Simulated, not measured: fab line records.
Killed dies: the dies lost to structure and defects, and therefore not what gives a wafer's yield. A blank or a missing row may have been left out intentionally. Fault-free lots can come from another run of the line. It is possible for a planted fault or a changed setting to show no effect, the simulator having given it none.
Which tool did it? || flow nand_harc || 12 lots, 36 wafers sampled, at 5 steps of a route of 1302

## WHAT EACH GAUGE READ, for each wafer
NHARC_END_SORT_01. Usual: killed_at_array 51, standard deviation 17; killed_at_other 1.0, standard deviation 1.2; killed_at_periphery 3.4, standard deviation 2.5; killed_dies 56, standard deviation 17; killed_open 3.3, standard deviation 2.1; killed_short 2.6, standard deviation 1.6.
{"lot": "L819", "measured": "day 31 03:23", "on": "prober-01", "killed_at_array": "26 39 34", "killed_at_other": "1 0 0", "killed_at_periphery": "2 3 1", "killed_dies": "29 42 35", "killed_open": "1 5 1", "killed_short": "3 5 3", "flag": ""}
{"lot": "L821", "measured": "day 31 21:12", "on": "prober-01", "killed_at_array": "55 51 58", "killed_at_other": "3 3 2", "killed_at_periphery": "2 3 0", "killed_dies": "60 57 60", "killed_open": "3 4 1", "killed_short": "3 2 1", "flag": ""}

## WHICH TOOL RAN EACH LOT (tool, then ch and the chambers of the sampled wafers, then the start)
{"lot": "L804", "NHARC_A_CONTACT_ETCH_126": "har_cap_etch-01 ch 0,1, day 22 16:55", "NHARC_A_CONTACT_ETCH_106": "rie_diel-04 ch 0,1,2, day 22 19:58", "NHARC_A_CONTACT_SOFTBAKE_03": "litho_track-04 ch 0, day 23 00:00", "NHARC_A_CONTACT_ETCH_30": "rie_diel-04 ch 0,3, no start"}
{"lot": "L806", "NHARC_A_CONTACT_ETCH_126": "har_cap_etch-02 ch 0, day 23 05:58", "NHARC_A_CONTACT_ETCH_106": "rie_diel-03 ch 0,1,2, day 23 08:28", "NHARC_A_CONTACT_SOFTBAKE_03": "litho_track-06 ch 0, day 23 11:00", "NHARC_A_CONTACT_ETCH_30": "rie_diel-04 ch 0,2,3, no start"}
{"lot": "L805", "NHARC_A_CONTACT_ETCH_126": "har_cap_etch-02 ch 0,1, day 23 13:08", "NHARC_A_CONTACT_ETCH_106": "rie_diel-04 ch 0,1,2, day 23 15:40", "NHARC_A_CONTACT_SOFTBAKE_03": "litho_track-06 ch 0, day 23 19:00", "NHARC_A_CONTACT_ETCH_30": "rie_diel-04 ch 1,2,3, no start"}
{"lot": "L809", "NHARC_A_CONTACT_ETCH_126": "har_cap_etch-03 ch 0,1, day 24 15:08", "NHARC_A_CONTACT_ETCH_106": "rie_diel-04 ch 1,2, day 24 17:41", "NHARC_A_CONTACT_SOFTBAKE_03": "litho_track-04 ch 0, day 24 20:00", "NHARC_A_CONTACT_ETCH_30": "rie_diel-04 ch 0,2,3, no start"}
{"lot": "L810", "NHARC_A_CONTACT_ETCH_126": "har_cap_etch-02 ch 0,1, day 24 22:42", "NHARC_A_CONTACT_ETCH_106": "rie_diel-04 ch 0,1,3, day 25 01:12", "NHARC_A_CONTACT_SOFTBAKE_03": "litho_track-01 ch 0, day 25 03:00", "NHARC_A_CONTACT_ETCH_30": "rie_diel-04 ch 2,3, no start"}
{"lot": "L811", "NHARC_A_CONTACT_ETCH_126": "har_cap_etch-01 ch 0,1, day 25 01:43", "NHARC_A_CONTACT_ETCH_106": "rie_diel-03 ch 0,2,3, day 25 04:14", "NHARC_A_CONTACT_SOFTBAKE_03": "litho_track-04 ch 0, day 25 07:00", "NHARC_A_CONTACT_ETCH_30": "rie_diel-02 ch 0,1,2, no start"}
{"lot": "L812", "NHARC_A_CONTACT_ETCH_126": "har_cap_etch-01 ch 0,1, day 27 09:58", "NHARC_A_CONTACT_ETCH_106": "rie_diel-04 ch 0,1,3, day 27 12:41", "NHARC_A_CONTACT_SOFTBAKE_03": "litho_track-01 ch 0, day 27 16:00", "NHARC_A_CONTACT_ETCH_30": "rie_diel-02 ch 1,2,3, no start"}
{"lot": "L819", "NHARC_A_CONTACT_ETCH_126": "har_cap_etch-03 ch 0,1, day 28 17:20", "NHARC_A_CONTACT_ETCH_106": "rie_diel-04 ch 0,3, day 28 20:44", "NHARC_A_CONTACT_SOFTBAKE_03": "litho_track-01 ch 0, day 28 23:00", "NHARC_A_CONTACT_ETCH_30": "rie_diel-03 ch 1,2,3, day 31 03:23 or earlier"}
{"lot": "L821", "NHARC_A_CONTACT_ETCH_126": "har_cap_etch-01 ch 0,1, day 29 09:29", "NHARC_A_CONTACT_ETCH_106": "rie_diel-02 ch 2,3, day 29 12:02", "NHARC_A_CONTACT_SOFTBAKE_03": "litho_track-06 ch 0, day 29 18:00", "NHARC_A_CONTACT_ETCH_30": "rie_diel-04 ch 0,1,3, day 31 21:12 or earlier"}
{"lot": "L824", "NHARC_A_CONTACT_ETCH_126": "har_cap_etch-03 ch 0,1, day 30 14:55", "NHARC_A_CONTACT_ETCH_106": "rie_diel-02 ch 0,1,3, day 30 17:27", "NHARC_A_CONTACT_SOFTBAKE_03": "litho_track-04 ch 0, day 30 20:00", "NHARC_A_CONTACT_ETCH_30": "rie_diel-02 ch 0,2,3, no start"}
{"lot": "L825", "NHARC_A_CONTACT_ETCH_126": "har_cap_etch-01 ch 0,1, day 30 21:46", "NHARC_A_CONTACT_ETCH_106": "rie_diel-04 ch 0,1,3, day 31 00:22", "NHARC_A_CONTACT_SOFTBAKE_03": "litho_track-01 ch 0, day 31 04:00", "NHARC_A_CONTACT_ETCH_30": "rie_diel-04 ch 1,2, no start"}
{"lot": "L826", "NHARC_A_CONTACT_ETCH_126": "har_cap_etch-02 ch 0,1, day 32 03:29", "NHARC_A_CONTACT_ETCH_106": "rie_diel-04 ch 1,3, day 32 06:11", "NHARC_A_CONTACT_SOFTBAKE_03": "litho_track-04 ch 0, day 32 12:00", "NHARC_A_CONTACT_ETCH_30": "rie_diel-04 ch 2,3, no start"}
- NHARC_A_CONTACT_ETCH_126: etches the open film in C4F8/O2/Ar, time 197 s, target depth 1918 nm.
- NHARC_A_CONTACT_ETCH_106: etches the open film in CF4/O2, target depth 90 nm, overetch 9 nm, time 49.5 s.
- NHARC_A_CONTACT_SOFTBAKE_03: time 55 s.
- NHARC_A_CONTACT_ETCH_30: etches the open film in CF4/CHF3, target depth 72.6 nm, time 36.3 s.

## WHAT THE TOOLS THEMSELVES READ (means of the sampled wafers that have a number; where no wafer has one, the mark that the record gives instead)
NHARC_A_CONTACT_ETCH_106. Usual: drypump_motor_current_A 5.8 A (standard deviation 0.33); oes_f_703_au 1.000 a.u. (standard deviation 0.0043); oes_o_777_au 1.000 a.u. (standard deviation 0.0046); oes_product_au 1.002 a.u. (standard deviation 0.011); rf_vpp_V 197.4 V (standard deviation 1.2); showerhead_plenum_p_Torr 1.31 Torr (standard deviation 0.048); throttle_valve_pct 13.396 % (standard deviation 0.0086).
{"lot": "L804", "tool": "rie_diel-04", "drypump_motor_current_A (A)": 5.8, "oes_f_703_au (a.u.)": 1.004, "oes_o_777_au (a.u.)": 0.999, "oes_product_au (a.u.)": 1.001, "rf_vpp_V (V)": 197.2, "showerhead_plenum_p_Torr (Torr)": 1.31, "throttle_valve_pct (%)": 13.400, "flag": ""}
{"lot": "L806", "tool": "rie_diel-03", "drypump_motor_current_A (A)": 6.0, "oes_f_703_au (a.u.)": 0.996, "oes_o_777_au (a.u.)": 1.000, "oes_product_au (a.u.)": 0.986, "rf_vpp_V (V)": 196.6, "showerhead_plenum_p_Torr (Torr)": 1.32, "throttle_valve_pct (%)": 13.400, "flag": ""}
{"lot": "L805", "tool": "rie_diel-04", "drypump_motor_current_A (A)": 5.8, "oes_f_703_au (a.u.)": 0.998, "oes_o_777_au (a.u.)": 1.000, "oes_product_au (a.u.)": 0.995, "rf_vpp_V (V)": 197.4, "showerhead_plenum_p_Torr (Torr)": 1.31, "throttle_valve_pct (%)": 13.394, "flag": ""}
{"lot": "L809", "tool": "rie_diel-04", "drypump_motor_current_A (A)": 5.8, "oes_f_703_au (a.u.)": 1.002, "oes_o_777_au (a.u.)": 1.003, "oes_product_au (a.u.)": 0.992, "rf_vpp_V (V)": 197.8, "showerhead_plenum_p_Torr (Torr)": 1.32, "throttle_valve_pct (%)": 13.397, "flag": ""}
{"lot": "L810", "tool": "rie_diel-04", "drypump_motor_current_A (A)": 5.6, "oes_f_703_au (a.u.)": 1.001, "oes_o_777_au (a.u.)": 0.998, "oes_product_au (a.u.)": 1.006, "rf_vpp_V (V)": 197.1, "showerhead_plenum_p_Torr (Torr)": 1.30, "throttle_valve_pct (%)": 13.399, "flag": ""}
{"lot": "L811", "tool": "rie_diel-03", "drypump_motor_current_A (A)": 6.2, "oes_f_703_au (a.u.)": 1.001, "oes_o_777_au (a.u.)": 1.001, "oes_product_au (a.u.)": 0.992, "rf_vpp_V (V)": 196.8, "showerhead_plenum_p_Torr (Torr)": 1.30, "throttle_valve_pct (%)": 13.389, "flag": ""}
{"lot": "L812", "tool": "rie_diel-04", "drypump_motor_current_A (A)": 5.6, "oes_f_703_au (a.u.)": 0.998, "oes_o_777_au (a.u.)": 1.002, "oes_product_au (a.u.)": 1.004, "rf_vpp_V (V)": 197.4, "showerhead_plenum_p_Torr (Torr)": 1.30, "throttle_valve_pct (%)": 13.403, "flag": ""}
{"lot": "L819", "tool": "rie_diel-04", "drypump_motor_current_A (A)": 5.5, "oes_f_703_au (a.u.)": 0.999, "oes_o_777_au (a.u.)": 1.001, "oes_product_au (a.u.)": 1.011, "rf_vpp_V (V)": 197.9, "showerhead_plenum_p_Torr (Torr)": 1.32, "throttle_valve_pct (%)": 13.390, "flag": ""}
{"lot": "L821", "tool": "rie_diel-02", "drypump_motor_current_A (A)": 6.1, "oes_f_703_au (a.u.)": 1.001, "oes_o_777_au (a.u.)": 1.002, "oes_product_au (a.u.)": 1.011, "rf_vpp_V (V)": 196.9, "showerhead_plenum_p_Torr (Torr)": 1.29, "throttle_valve_pct (%)": 13.400, "flag": ""}
{"lot": "L824", "tool": "rie_diel-02", "drypump_motor_current_A (A)": 5.9, "oes_f_703_au (a.u.)": 1.002, "oes_o_777_au (a.u.)": 0.999, "oes_product_au (a.u.)": 1.003, "rf_vpp_V (V)": 197.2, "showerhead_plenum_p_Torr (Torr)": 1.30, "throttle_valve_pct (%)": 13.397, "flag": ""}
{"lot": "L825", "tool": "rie_diel-04", "drypump_motor_current_A (A)": 5.6, "oes_f_703_au (a.u.)": 1.000, "oes_o_777_au (a.u.)": 1.001, "oes_product_au (a.u.)": 1.007, "rf_vpp_V (V)": 197.3, "showerhead_plenum_p_Torr (Torr)": 1.30, "throttle_valve_pct (%)": 13.394, "flag": ""}
{"lot": "L826", "tool": "rie_diel-04", "drypump_motor_current_A (A)": 5.5, "oes_f_703_au (a.u.)": 1.002, "oes_o_777_au (a.u.)": 0.999, "oes_product_au (a.u.)": 0.998, "rf_vpp_V (V)": 197.3, "showerhead_plenum_p_Torr (Torr)": 1.33, "throttle_valve_pct (%)": 13.390, "flag": ""}

NHARC_A_CONTACT_SOFTBAKE_03. Usual: heater_power_total_W reads 188.45 W (standard deviation 0.13).
{"lot": "L804", "tool": "litho_track-04", "heater_power_total_W (W)": 188.44, "flag": ""}
{"lot": "L806", "tool": "litho_track-06", "heater_power_total_W (W)": 188.31, "flag": ""}
{"lot": "L805", "tool": "litho_track-06", "heater_power_total_W (W)": 188.38, "flag": ""}
{"lot": "L809", "tool": "litho_track-04", "heater_power_total_W (W)": 188.65, "flag": ""}
{"lot": "L810", "tool": "litho_track-01", "heater_power_total_W (W)": 188.38, "flag": ""}
{"lot": "L811", "tool": "litho_track-04", "heater_power_total_W (W)": 188.46, "flag": ""}
{"lot": "L812", "tool": "litho_track-01", "heater_power_total_W (W)": 222.61, "flag": "OFF"}
{"lot": "L819", "tool": "litho_track-01", "heater_power_total_W (W)": 222.59, "flag": "OFF"}
{"lot": "L821", "tool": "litho_track-06", "heater_power_total_W (W)": 188.44, "flag": ""}
{"lot": "L824", "tool": "litho_track-04", "heater_power_total_W (W)": 188.41, "flag": ""}
{"lot": "L825", "tool": "litho_track-01", "heater_power_total_W (W)": 188.41, "flag": ""}
{"lot": "L826", "tool": "litho_track-04", "heater_power_total_W (W)": 188.36, "flag": ""}

NHARC_A_CONTACT_ETCH_30. Usual: drypump_motor_current_A 5.9 A, standard deviation 0.35; oes_product_au 0.938 a.u., standard deviation 0.02; rf_vpp_V 370.0 V, standard deviation 2.3; showerhead_plenum_p_Torr 1.55 Torr, standard deviation 0.061; throttle_valve_pct 16.803 %, standard deviation 0.0088.
{"lot": "L804", "tool": "rie_diel-04", "drypump_motor_current_A (A)": 5.5, "oes_product_au (a.u.)": 0.933, "rf_vpp_V (V)": 370.0, "showerhead_plenum_p_Torr (Torr)": 1.56, "throttle_valve_pct (%)": 16.803, "flag": ""}
{"lot": "L806", "tool": "rie_diel-04", "drypump_motor_current_A (A)": 5.8, "oes_product_au (a.u.)": 0.967, "rf_vpp_V (V)": 370.3, "showerhead_plenum_p_Torr (Torr)": 1.57, "throttle_valve_pct (%)": 16.790, "flag": ""}
{"lot": "L805", "tool": "rie_diel-04", "drypump_motor_current_A (A)": 5.8, "oes_product_au (a.u.)": 0.929, "rf_vpp_V (V)": 371.2, "showerhead_plenum_p_Torr (Torr)": 1.58, "throttle_valve_pct (%)": 16.804, "flag": ""}
{"lot": "L809", "tool": "rie_diel-04", "drypump_motor_current_A (A)": 5.8, "oes_product_au (a.u.)": 0.936, "rf_vpp_V (V)": 370.4, "showerhead_plenum_p_Torr (Torr)": 1.56, "throttle_valve_pct (%)": 16.806, "flag": ""}
{"lot": "L810", "tool": "rie_diel-04", "drypump_motor_current_A (A)": 5.8, "oes_product_au (a.u.)": 0.940, "rf_vpp_V (V)": 373.0, "showerhead_plenum_p_Torr (Torr)": 1.60, "throttle_valve_pct (%)": 16.803, "flag": ""}
{"lot": "L811", "tool": "rie_diel-02", "drypump_motor_current_A (A)": 5.9, "oes_product_au (a.u.)": 0.977, "rf_vpp_V (V)": 370.0, "showerhead_plenum_p_Torr (Torr)": 1.52, "throttle_valve_pct (%)": 16.807, "flag": ""}
{"lot": "L812", "tool": "rie_diel-02", "drypump_motor_current_A (A)": 6.0, "oes_product_au (a.u.)": 0.926, "rf_vpp_V (V)": 368.1, "showerhead_plenum_p_Torr (Torr)": 1.50, "throttle_valve_pct (%)": 16.805, "flag": ""}
{"lot": "L819", "tool": "rie_diel-03", "drypump_motor_current_A (A)": 6.2, "oes_product_au (a.u.)": 0.923, "rf_vpp_V (V)": 372.4, "showerhead_plenum_p_Torr (Torr)": 1.62, "throttle_valve_pct (%)": 16.801, "flag": ""}
{"lot": "L821", "tool": "rie_diel-04", "drypump_motor_current_A (A)": 5.6, "oes_product_au (a.u.)": 0.932, "rf_vpp_V (V)": 368.3, "showerhead_plenum_p_Torr (Torr)": 1.53, "throttle_valve_pct (%)": 16.803, "flag": ""}
{"lot": "L824", "tool": "rie_diel-02", "drypump_motor_current_A (A)": 5.9, "oes_product_au (a.u.)": 0.933, "rf_vpp_V (V)": 368.4, "showerhead_plenum_p_Torr (Torr)": 1.53, "throttle_valve_pct (%)": 16.800, "flag": ""}
{"lot": "L825", "tool": "rie_diel-04", "drypump_motor_current_A (A)": 5.8, "oes_product_au (a.u.)": 0.912, "rf_vpp_V (V)": 369.7, "showerhead_plenum_p_Torr (Torr)": 1.56, "throttle_valve_pct (%)": 16.810, "flag": ""}
{"lot": "L826", "tool": "rie_diel-04", "drypump_motor_current_A (A)": 6.0, "oes_product_au (a.u.)": 0.923, "rf_vpp_V (V)": 371.2, "showerhead_plenum_p_Torr (Torr)": 1.60, "throttle_valve_pct (%)": 16.802, "flag": ""}

## THE ANSWER, worked out from the rows above alone
Rule: take the mean of a lot's wafers that have a number; if it is more than 3 standard deviations from the usual mean, the lot is off. Also off: a lot with no number at a reading for which 4 or more lots have one. Any other lot the step has rows for is counted as sound. The gauges are gone through in route order, then the tools' own readings, and for those a lot's mean is taken as printed above. The first step at which some lot is off is used, and at that step the reading that is off furthest; a lot without a number counts as furthest.
Off: L812, L819, at NHARC_A_CONTACT_SOFTBAKE_03 (heater_power_total_W).
A tool fits if, at that step or a process step before it, it ran every lot that is off, and no sound lot after the first of them. None of those tried fits.

## WHAT HAD BEEN PUT IN BY THE SIMULATOR
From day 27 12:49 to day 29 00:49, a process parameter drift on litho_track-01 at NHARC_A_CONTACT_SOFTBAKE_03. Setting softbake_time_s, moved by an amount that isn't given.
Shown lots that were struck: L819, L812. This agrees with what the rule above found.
